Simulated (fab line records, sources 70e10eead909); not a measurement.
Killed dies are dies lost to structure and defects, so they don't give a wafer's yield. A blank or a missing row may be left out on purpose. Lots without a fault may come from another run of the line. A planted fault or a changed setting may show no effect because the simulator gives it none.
Which tool did it? | flow nand_harc | 23 lots, 69 wafers sampled, at 6 steps of a route of 1302

WHAT THE GAUGES READ, wafer by wafer
NHARC_A_CONTACT_CD_MEAS_15.
lot  | measured     | on        | cd_nm (nm)
L074 | day 22 11:42 | cd_sem-02 | 190.1 189.7 189.6
L075 | day 23 02:34 | cd_sem-03 | 189.8 189.8 190.3
L076 | day 23 03:14 | cd_sem-03 | 190.2 190.6 190.4
L077 | day 24 02:07 | cd_sem-03 | 190.2 190.3 190.1
L078 | day 24 03:37 | cd_sem-02 | 189.6 190.1 190.0
L079 | day 25 02:28 | cd_sem-02 | 189.4 189.9 190.0
L080 | day 25 09:02 | cd_sem-02 | 190.4 189.3 189.8
L081 | day 25 10:21 | cd_sem-02 | 190.4 190.1 190.4
L082 | day 25 16:19 | cd_sem-02 | 189.2 189.1 188.8
L085 | day 26 08:04 | cd_sem-02 | 190.0 190.5 189.9
L084 | day 26 11:42 | cd_sem-01 | 189.5 189.2 189.6
L083 | day 26 18:22 | cd_sem-01 | 189.9 190.3 189.2
L086 | day 27 10:05 | cd_sem-01 | 191.1 191.0 191.0
L087 | day 28 05:33 | cd_sem-01 | 189.7 189.3 189.4
L088 | day 28 17:17 | cd_sem-03 | 190.2 190.4 190.4
L089 | day 29 00:32 | cd_sem-02 | 189.4 189.5 189.9
L090 | day 29 02:44 | cd_sem-03 | 190.3 189.5 189.8
L091 | day 29 08:35 | cd_sem-01 | 190.1 190.8 190.1
L092 | day 30 04:44 | cd_sem-02 | 190.2 190.3 189.7
L093 | day 30 11:14 | cd_sem-02 | 191.0 190.1 190.6
L095 | day 31 11:39 | cd_sem-01 | 189.7 189.8 190.0
L097 | day 32 08:31 | cd_sem-01 | 190.6 189.7 190.3
L096 | day 32 09:17 | cd_sem-02 | 190.3 190.8 190.5

WHICH TOOL RAN EACH LOT (tool, then ch and the chambers of the sampled wafers, then the start)
lot  | NHARC_A_CONTACT_ETCH_50                       | NHARC_A_CONTACT_DESCUM_74          | NHARC_A_CONTACT_ETCH_126             | NHARC_A_CONTACT_ETCH_106           | NHARC_A_CONTACT_DESCUM_13
L074 | rie_diel-09 ch 0,1,2, day 21 22:37 or earlier | rie_diel-07 ch 0,1, day 21 22:37   | har_cap_etch-02 ch 0,1, day 22 00:41 | rie_diel-09 ch 0,1,2, day 22 03:12 | rie_diel-07 ch 2,3, day 22 08:28
L075 | rie_diel-04 ch 0,3, day 22 11:16 or earlier   | rie_diel-07 ch 0,3, day 22 11:16   | har_cap_etch-03 ch 0,1, day 22 13:17 | rie_diel-07 ch 2,3, day 22 15:44   | rie_diel-09 ch 1,2,3, day 22 23:13
L076 | rie_diel-04 ch 1,2,3, day 22 11:50 or earlier | rie_diel-07 ch 0,1,2, day 22 11:50 | har_cap_etch-02 ch 0,1, day 22 14:19 | rie_diel-09 ch 0,1,3, day 22 16:50 | rie_diel-09 ch 0,1,3, day 22 23:35
L077 | rie_diel-09 ch 2,3, day 23 14:10 or earlier   | rie_diel-09 ch 0,1,3, day 23 14:10 | har_cap_etch-01 ch 0,1, day 23 16:07 | rie_diel-09 ch 1,2,3, day 23 18:36 | rie_diel-09 ch 0,2, day 23 22:43
L078 | rie_diel-07 ch 0,2,3, day 23 14:23 or earlier | rie_diel-04 ch 2,3, day 23 14:23   | har_cap_etch-03 ch 0,1, day 23 16:49 | rie_diel-07 ch 0,2,3, day 23 19:54 | rie_diel-09 ch 0,3, day 24 00:26
L079 | rie_diel-09 ch 2,3, day 24 15:26 or earlier   | rie_diel-07 ch 1,2,3, day 24 15:26 | har_cap_etch-03 ch 0,1, day 24 17:19 | rie_diel-04 ch 1,2,3, day 24 19:52 | rie_diel-07 ch 0,2,3, day 24 23:04
L080 | rie_diel-07 ch 1,2,3, day 24 22:11 or earlier | rie_diel-09 ch 0,3, day 24 22:11   | har_cap_etch-01 ch 1, day 25 00:08   | rie_diel-09 ch 1,2,3, day 25 02:38 | rie_diel-07 ch 1,2,3, day 25 05:50
L081 | rie_diel-09 ch 1,2,3, day 24 22:21 or earlier | rie_diel-04 ch 0,3, day 24 22:21   | har_cap_etch-03 ch 0,1, day 25 00:17 | rie_diel-04 ch 1,2, day 25 02:49   | rie_diel-09 ch 2,3, day 25 06:59
L082 | rie_diel-09 ch 1,2,3, day 25 05:20 or earlier | rie_diel-09 ch 0,1,2, day 25 05:20 | har_cap_etch-01 ch 0,1, day 25 07:16 | rie_diel-07 ch 2,3, day 25 09:48   | rie_diel-04 ch 0,3, day 25 13:07
L085 | rie_diel-09 ch 1,3, day 25 17:43 or earlier   | rie_diel-09 ch 0,1,3, day 25 17:43 | har_cap_etch-02 ch 0,1, day 25 19:40 | rie_diel-07 ch 0,1,2, day 25 22:26 | rie_diel-09 ch 1,3, day 26 04:47
L084 | rie_diel-07 ch 0,1,3, day 25 23:30 or earlier | rie_diel-09 ch 1,3, day 25 23:30   | har_cap_etch-03 ch 0,1, day 26 01:47 | rie_diel-09 ch 2,3, day 26 04:50   | rie_diel-09 ch 2,3, day 26 08:31
L083 | rie_diel-09 ch 1,2, day 26 07:00 or earlier   | rie_diel-04 ch 1,2,3, day 26 07:00 | har_cap_etch-01 ch 0,1, day 26 08:58 | rie_diel-04 ch 1,2, day 26 11:28   | rie_diel-09 ch 0,1,2, day 26 15:11
L086 | rie_diel-09 ch 1,2,3, day 26 22:55 or earlier | rie_diel-09 ch 1,2,3, day 26 22:55 | har_cap_etch-03 ch 0,1, day 27 00:50 | rie_diel-04 ch 0,1,3, day 27 03:23 | rie_diel-04 ch 1,2,3, day 27 06:44
L087 | rie_diel-04 ch 0,2,3, day 27 17:29 or earlier | rie_diel-09 ch 0,1,3, day 27 17:29 | har_cap_etch-03 ch 0,1, day 27 19:26 | rie_diel-07 ch 0,1,3, day 27 21:56 | rie_diel-09 ch 0,1,3, day 28 02:08
L088 | rie_diel-04 ch 0,2,3, day 28 05:25 or earlier | rie_diel-04 ch 0,1,2, day 28 05:25 | har_cap_etch-03 ch 0,1, day 28 07:23 | rie_diel-09 ch 0,2, day 28 09:52   | rie_diel-09 ch 0,1,2, day 28 14:06
L089 | rie_diel-07 ch 1,2,3, day 28 12:45 or earlier | rie_diel-07 ch 2,3, day 28 12:45   | har_cap_etch-02 ch 0,1, day 28 15:37 | rie_diel-09 ch 0,1, day 28 18:07   | rie_diel-09 ch 1,2, day 28 21:20
L090 | rie_diel-09 ch 1,2, day 28 14:48 or earlier   | rie_diel-04 ch 0,1, day 28 14:48   | har_cap_etch-01 ch 0,1, day 28 16:49 | rie_diel-09 ch 1,3, day 28 19:21   | rie_diel-04 ch 0,2, day 28 23:25
L091 | rie_diel-09 ch 0,1,3, day 28 15:58 or earlier | rie_diel-09 ch 1,3, day 28 15:58   | har_cap_etch-03 ch 0,1, day 28 17:53 | rie_diel-09 ch 1,2,3, day 28 20:23 | rie_diel-04 ch 0,1,3, day 29 05:22
L092 | rie_diel-07 ch 0,1,3, day 29 16:44 or earlier | rie_diel-09 ch 0,1, day 29 16:44   | har_cap_etch-02 ch 0,1, day 29 18:43 | rie_diel-09 ch 1,3, day 29 21:27   | rie_diel-09 ch 1,2,3, day 30 01:30
L093 | rie_diel-09 ch 0,1,3, day 29 23:46 or earlier | rie_diel-09 ch 0,1,2, day 29 23:46 | har_cap_etch-03 ch 0,1, day 30 01:40 | rie_diel-09 ch 0,1,3, day 30 04:13 | rie_diel-09 ch 1,2,3, day 30 07:31
L095 | rie_diel-04 ch 0,2,3, day 30 23:00 or earlier | rie_diel-09 ch 1,2,3, day 30 23:00 | har_cap_etch-02 ch 0,1, day 31 00:58 | rie_diel-09 ch 0,1, day 31 03:28   | rie_diel-09 ch 0,1,3, day 31 08:29
L097 | rie_diel-09 ch 1,2, day 31 17:30 or earlier   | rie_diel-09 ch 0,3, day 31 17:30   | har_cap_etch-03 ch 0,1, day 31 19:28 | rie_diel-09 ch 0,2,3, day 31 21:58 | rie_diel-07 ch 1,2,3, day 32 05:20
L096 | rie_diel-07 ch 1,3, day 31 17:38 or earlier   | rie_diel-04 ch 0,1, day 31 17:38   | har_cap_etch-01 ch 0, day 31 20:01   | rie_diel-09 ch 0,1,2, day 31 22:38 | rie_diel-09 ch 2,3, day 32 06:05
- NHARC_A_CONTACT_ETCH_50: etches the open film in CF4/CHF3, target depth 121 nm, time 60.5 s.
- NHARC_A_CONTACT_DESCUM_74: chemistry O2, time 3 s.
- NHARC_A_CONTACT_ETCH_126: etches the open film in C4F8/O2/Ar, time 197 s, target depth 1918 nm.
- NHARC_A_CONTACT_ETCH_106: etches the open film in CF4/O2, target depth 90 nm, overetch 9 nm, time 49.5 s.
- NHARC_A_CONTACT_DESCUM_13: chemistry O2, time 3 s.

WHAT THE TOOLS THEMSELVES READ (means of the sampled wafers that have a number; where no wafer has one, the mark that the record gives instead)
NHARC_A_CONTACT_ETCH_50.
lot  | tool        | drypump_motor_current_A (A) | oes_product_au (a.u.) | rf_vpp_V (V) | showerhead_plenum_p_Torr (Torr) | throttle_valve_pct (%)
L074 | rie_diel-09 | 6.1                         | 0.927                 | 370.7        | 1.58                            | 16.811
L075 | rie_diel-04 | 5.8                         | 0.922                 | 367.5        | 1.49                            | 16.802
L076 | rie_diel-04 | 5.9                         | 0.926                 | 371.0        | 1.60                            | 16.805
L077 | rie_diel-09 | 5.9                         | 0.969                 | 368.4        | 1.50                            | 16.806
L078 | rie_diel-07 | 5.4                         | 0.970                 | 371.5        | 1.58                            | 16.808
L079 | rie_diel-09 | 6.1                         | 0.959                 | 369.4        | 1.55                            | 16.817
L080 | rie_diel-07 | 5.5                         | 0.921                 | 368.7        | 1.52                            | 16.803
L081 | rie_diel-09 | 5.9                         | 0.966                 | 370.5        | 1.57                            | 16.804
L082 | rie_diel-09 | 5.9                         | 0.964                 | 370.1        | 1.57                            | 16.806
L085 | rie_diel-09 | 5.6                         | 0.963                 | 370.9        | 1.59                            | 16.792
L084 | rie_diel-07 | 5.5                         | 0.927                 | 372.3        | 1.59                            | 16.803
L083 | rie_diel-09 | 6.1                         | 0.959                 | 371.6        | 1.61                            | 16.804
L086 | rie_diel-09 | 5.9                         | 0.961                 | 370.8        | 1.57                            | 16.803
L087 | rie_diel-04 | 5.9                         | 0.924                 | 371.7        | 1.60                            | 16.805
L088 | rie_diel-04 | 5.9                         | 0.921                 | 371.8        | 1.60                            | 16.804
L089 | rie_diel-07 | 5.5                         | 0.924                 | 368.4        | 1.51                            | 16.804
L090 | rie_diel-09 | 5.8                         | 0.973                 | 372.7        | 1.63                            | 16.801
L091 | rie_diel-09 | 5.9                         | 0.929                 | 369.5        | 1.53                            | 16.808
L092 | rie_diel-07 | 5.5                         | 0.975                 | 370.9        | 1.58                            | 16.812
L093 | rie_diel-09 | 5.9                         | 0.961                 | 371.2        | 1.61                            | 16.800
L095 | rie_diel-04 | 5.9                         | 0.922                 | 371.5        | 1.59                            | 16.803
L097 | rie_diel-09 | 5.8                         | 0.955                 | 371.8        | 1.62                            | 16.799
L096 | rie_diel-07 | 5.6                         | 0.927                 | 369.1        | 1.54                            | 16.798

NHARC_A_CONTACT_DESCUM_74.
lot  | tool        | drypump_motor_current_A (A) | oes_product_au (a.u.) | rf_vpp_V (V) | showerhead_plenum_p_Torr (Torr) | throttle_valve_pct (%)
L074 | rie_diel-07 | 5.6                         | 1.009                 | 57.9         | 1.92                            | 11.308
L075 | rie_diel-07 | 5.5                         | 1.004                 | 57.0         | 2.01                            | 11.314
L076 | rie_diel-07 | 5.5                         | 1.001                 | 57.3         | 1.91                            | 11.300
L077 | rie_diel-09 | 5.9                         | 0.996                 | 57.0         | 1.86                            | 11.314
L078 | rie_diel-04 | 5.9                         | 1.000                 | 58.1         | 1.89                            | 11.320
L079 | rie_diel-07 | 5.5                         | 1.001                 | 57.0         | 1.84                            | 11.315
L080 | rie_diel-09 | 6.2                         | 1.002                 | 57.2         | 1.80                            | 11.311
L081 | rie_diel-04 | 6.1                         | 1.006                 | 57.8         | 1.94                            | 11.314
L082 | rie_diel-09 | 6.1                         | 0.997                 | 56.2         | 1.92                            | 11.312
L085 | rie_diel-09 | 5.9                         | 1.003                 | 57.8         | 1.86                            | 11.314
L084 | rie_diel-09 | 5.6                         | 0.996                 | 59.2         | 1.93                            | 11.312
L083 | rie_diel-04 | 5.9                         | 1.001                 | 58.6         | 1.94                            | 11.312
L086 | rie_diel-09 | 5.9                         | 0.995                 | 57.5         | 1.90                            | 11.311
L087 | rie_diel-09 | 5.9                         | 1.000                 | 57.9         | 1.86                            | 11.310
L088 | rie_diel-04 | 5.7                         | 0.989                 | 57.6         | 2.00                            | 11.313
L089 | rie_diel-07 | 5.4                         | 0.995                 | 57.1         | 1.82                            | 11.314
L090 | rie_diel-04 | 5.7                         | 1.001                 | 57.9         | 2.05                            | 11.311
L091 | rie_diel-09 | 5.6                         | 1.005                 | 58.1         | 1.92                            | 11.311
L092 | rie_diel-09 | 6.1                         | 0.993                 | 57.3         | 1.87                            | 11.316
L093 | rie_diel-09 | 6.1                         | 0.996                 | 57.6         | 1.91                            | 11.316
L095 | rie_diel-09 | 5.9                         | 0.995                 | 57.8         | 2.00                            | 11.321
L097 | rie_diel-09 | 6.2                         | 0.993                 | 57.5         | 1.89                            | 11.297
L096 | rie_diel-04 | 5.7                         | 0.998                 | 58.6         | 2.05                            | 11.321

NHARC_A_CONTACT_ETCH_106.
lot  | tool        | drypump_motor_current_A (A) | oes_product_au (a.u.) | rf_vpp_V (V) | showerhead_plenum_p_Torr (Torr) | throttle_valve_pct (%)
L074 | rie_diel-09 | 6.1                         | 1.001                 | 198.0        | 1.34                            | 13.397
L075 | rie_diel-07 | 5.4                         | 1.000                 | 196.8        | 1.28                            | 13.398
L076 | rie_diel-09 | 5.9                         | 1.001                 | 196.5        | 1.30                            | 13.406
L077 | rie_diel-09 | 5.9                         | 0.997                 | 197.8        | 1.33                            | 13.389
L078 | rie_diel-07 | 5.4                         | 1.006                 | 197.7        | 1.34                            | 13.400
L079 | rie_diel-04 | 5.9                         | 0.999                 | 198.2        | 1.36                            | 13.399
L080 | rie_diel-09 | 5.9                         | 1.008                 | 198.1        | 1.33                            | 13.395
L081 | rie_diel-04 | 5.7                         | 0.995                 | 199.2        | 1.40                            | 13.399
L082 | rie_diel-07 | 5.4                         | 0.997                 | 196.7        | 1.28                            | 13.407
L085 | rie_diel-07 | 5.5                         | 1.004                 | 197.8        | 1.33                            | 13.403
L084 | rie_diel-09 | 6.1                         | 0.998                 | 197.0        | 1.31                            | 13.393
L083 | rie_diel-04 | 5.7                         | 0.994                 | 198.5        | 1.36                            | 13.404
L086 | rie_diel-04 | 5.9                         | 1.002                 | 198.6        | 1.39                            | 13.392
L087 | rie_diel-07 | 5.5                         | 0.995                 | 197.8        | 1.34                            | 13.397
L088 | rie_diel-09 | 6.4                         | 0.995                 | 197.2        | 1.29                            | 13.403
L089 | rie_diel-09 | 5.9                         | 0.997                 | 197.9        | 1.35                            | 13.397
L090 | rie_diel-09 | 5.6                         | 1.002                 | 197.8        | 1.34                            | 13.402
L091 | rie_diel-09 | 5.9                         | 1.009                 | 198.1        | 1.33                            | 13.398
L092 | rie_diel-09 | 5.6                         | 0.994                 | 199.1        | 1.42                            | 13.390
L093 | rie_diel-09 | 5.9                         | 0.997                 | 199.0        | 1.37                            | 13.397
L095 | rie_diel-09 | 6.1                         | 0.996                 | 197.5        | 1.31                            | 13.403
L097 | rie_diel-09 | 6.1                         | 0.994                 | 198.2        | 1.35                            | 13.399
L096 | rie_diel-09 | 6.1                         | 0.991                 | 197.6        | 1.33                            | 13.396

NHARC_A_CONTACT_DESCUM_13.
lot  | tool        | drypump_motor_current_A (A) | oes_product_au (a.u.) | rf_vpp_V (V) | showerhead_plenum_p_Torr (Torr) | throttle_valve_pct (%)
L074 | rie_diel-07 | 5.4                         | 1.005                 | 57.8         | 1.84                            | 11.313
L075 | rie_diel-09 | 5.9                         | 1.012                 | 57.8         | 1.91                            | 11.314
L076 | rie_diel-09 | 5.9                         | 1.003                 | 58.5         | 1.86                            | 11.312
L077 | rie_diel-09 | 6.3                         | 1.001                 | 57.8         | 1.90                            | 11.312
L078 | rie_diel-09 | 6.2                         | 0.996                 | 57.2         | 1.80                            | 11.312
L079 | rie_diel-07 | 5.4                         | 0.995                 | 57.7         | 1.92                            | 11.310
L080 | rie_diel-07 | 5.5                         | 0.998                 | 58.0         | 1.84                            | 11.318
L081 | rie_diel-09 | 6.1                         | 1.005                 | 56.9         | 1.88                            | 11.314
L082 | rie_diel-04 | 6.1                         | 0.994                 | 57.3         | 1.94                            | 11.304
L085 | rie_diel-09 | 5.6                         | 0.995                 | 58.2         | 1.93                            | 11.318
L084 | rie_diel-09 | 6.1                         | 0.996                 | 58.2         | 1.88                            | 11.315
L083 | rie_diel-09 | 6.1                         | 1.000                 | 58.0         | 1.92                            | 11.314
L086 | rie_diel-04 | 5.9                         | 1.006                 | 58.4         | 1.94                            | 11.307
L087 | rie_diel-09 | 5.9                         | 0.993                 | 57.8         | 1.86                            | 11.310
L088 | rie_diel-09 | 6.1                         | 1.004                 | 58.2         | 1.91                            | 11.313
L089 | rie_diel-09 | 5.8                         | 1.002                 | 58.0         | 1.98                            | 11.312
L090 | rie_diel-04 | 5.7                         | 1.001                 | 57.4         | 1.95                            | 11.310
L091 | rie_diel-04 | 5.9                         | 0.997                 | 58.3         | 1.99                            | 11.313
L092 | rie_diel-09 | 5.9                         | 0.994                 | 58.7         | 2.00                            | 11.311
L093 | rie_diel-09 | 5.9                         | 1.004                 | 57.8         | 2.00                            | 11.305
L095 | rie_diel-09 | 5.9                         | 0.996                 | 57.3         | 1.96                            | 11.312
L097 | rie_diel-07 | 5.5                         | 0.999                 | 57.4         | 1.83                            | 11.315
L096 | rie_diel-09 | 5.9                         | 0.994                 | 59.0         | 2.02                            | 11.314

THE ANSWER, worked out from the rows above alone
Rule: what is usual is taken from the lots themselves. Put in order of their means at a reading, lots are off if they are a third of the lots or fewer, leave a main group of 4 or more, and stand apart from it by a gap of 3 or more times the standard deviation of the main group's means; of several such gaps the widest counts. A main group whose means are all the same, to the digits that the tables above print for the reading, isn't used. A lot without any number at a reading at which 4 lots or more have one is off too. The other lots that the step has rows for count as sound. The gauges are gone through in route order, then the tools' own readings, and for those a lot's mean is taken as printed above. The first step at which some lot is off is used, and at that step the reading that is off furthest; a lot without a number counts as furthest.
No lot is off at any reading shown: from this, nothing can be told.

WHAT THE SIMULATOR HAD PUT IN
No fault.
